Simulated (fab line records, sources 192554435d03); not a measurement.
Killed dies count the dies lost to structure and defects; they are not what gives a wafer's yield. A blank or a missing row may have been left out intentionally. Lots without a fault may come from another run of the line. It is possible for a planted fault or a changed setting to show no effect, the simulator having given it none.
Chamber matching	flow n5Finfet	N5_BEOL_M9_CMP_52 on cmp-01 has 4 sister chambers
The step polishes, stops on SiCOH lowk, t overpolish 7 s, target thk 140 nm. 16 wafers are shown with their chamber, then 8 later ones without.

== WAFERS PAIRED WITH THEIR CHAMBERS ==
wafer	chamber	motorCurrentA (A)	timeToEndpointS (s)	barrierFieldEndpointS (s)
L081.3	2	5.0	67.9	29.0
L081.5	3	6.7	73.0	30.4
L081.6	0	6.8	71.2	30.0
L082.3	0	6.9	68.2	30.2
L082.5	0	6.9	70.5	30.7
L082.6	1	4.9	60.9	29.7
L084.1	3	6.9	68.5	29.6
L084.4	1	5.2	63.5	28.9
L084.5	0	6.9	68.0	30.2
L093.3	3	6.8	65.6	28.7
L093.4	1	5.2	62.2	29.2
L093.6	0	7.0	70.3	30.3
L092.1	0	7.0	71.7	29.3
L092.3	1	5.1	67.5	27.9
L092.5	3	6.3	70.4	29.5
L094.1	1	5.2	66.3	28.4

SIGNATURES (averages over the wafers above)
reading	chamber 0	chamber 1	chamber 2	chamber 3	scatter within a chamber
motorCurrentA	6.917	5.120	5.000	6.675	0.159
timeToEndpointS	69.983	64.080	67.900	69.375	2.44
barrierFieldEndpointS	30.117	28.820	29.000	29.550	0.61
Rule: for a wafer and a chamber, the distance is found by dividing, reading by reading, the gap between the wafer's reading and the chamber's mean by the reading's scatter, squaring, summing and taking the root. If the next closest chamber is less than 2 further off than the closest, the wafer can't be placed; otherwise it belongs to the closest. How the scatter is found: for the shown wafers, subtract from each reading the mean of its chamber, square and add these, divide the total by (wafers less chambers), then take the root.

== WAFERS WITH NO CHAMBER GIVEN ==
wafer	motorCurrentA (A)	timeToEndpointS (s)	barrierFieldEndpointS (s)
L094.2	7.0	68.5	28.8
L094.5	5.1	67.9	29.8
L097.1	4.8	64.7	27.5
L097.2	6.7	67.1	28.9
L097.3	6.9	68.1	28.5
L097.4	5.4	60.4	27.8
L097.5	5.3	61.1	28.2
L097.6	7.0	69.9	29.4

== CHAMBER TAKEN BY EACH ==
wafer	from the rows above	in truth
L094.2	can't be placed: 0 or 3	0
L094.5	can't be placed: 2 or 1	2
L097.1	can't be placed: 1 or 2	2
L097.2	can't be placed: 3 or 0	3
L097.3	can't be placed: 3 or 0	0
L097.4	can't be placed: 1 or 2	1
L097.5	can't be placed: 1 or 2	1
L097.6	can't be placed: 0 or 3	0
Correctly placed: 0 of 8. Unplaceable from these rows: 8, with the true chamber sitting among the candidates in 8. 0 placed wrongly.
